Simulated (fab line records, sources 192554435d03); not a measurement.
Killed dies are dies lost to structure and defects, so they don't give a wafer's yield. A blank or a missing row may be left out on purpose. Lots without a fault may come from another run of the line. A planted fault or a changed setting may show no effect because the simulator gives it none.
Chamber matching | flow n5_finfet | N5_STI_FIN_REVEAL_ALD_00 on ald_sin-03: 4 sister chambers
The step deposits SiO2, target thk 1 nm, pulse time 1 s. 4 wafers are shown with their chamber, then 8 later ones without.

WAFERS WITH THEIR CHAMBER
wafer  | chamber | heater_power_w (W)
L088.2 | 3       | 427
L088.4 | 2       | 457
L088.6 | 1       | 488
L091.1 | 0       | 412

WAFERS WITHOUT THEIR CHAMBER
wafer  | heater_power_w (W)
L091.4 | 472
L091.5 | 489
L094.4 | 437
L094.5 | 483
L094.6 | 465
L096.1 | 411
L096.2 | 484
L096.3 | 437

WHICH CHAMBER EACH WENT THROUGH
wafer  | from the rows above          | in truth
L091.4 | can't be placed: 2 or 1      | 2
L091.5 | 1                            | 1
L094.4 | can't be placed: 3 or 2 or 0 | 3
L094.5 | 1                            | 1
L094.6 | can't be placed: 2 or 1      | 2
L096.1 | can't be placed: 0 or 3      | 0
L096.2 | 1                            | 1
L096.3 | can't be placed: 3 or 2 or 0 | 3
Placed correctly: 3 of 8. Can't be placed from these rows: 5 (the true chamber is among the candidates in 5). Placed wrongly: 0.
How it was worked out, from the rows above alone: a wafer's distance from a chamber is the root of the sum, over the readings, of the square of ((its reading less the chamber's mean) divided by the reading's scatter). The wafer belongs to the nearest chamber; if the next one is less than 2 further off, it can't be placed. A chamber's mean is the mean of its shown wafers. The scatter: with one shown wafer a chamber, the root of the mean of the squares of how far each hidden wafer lies from its nearest shown one.
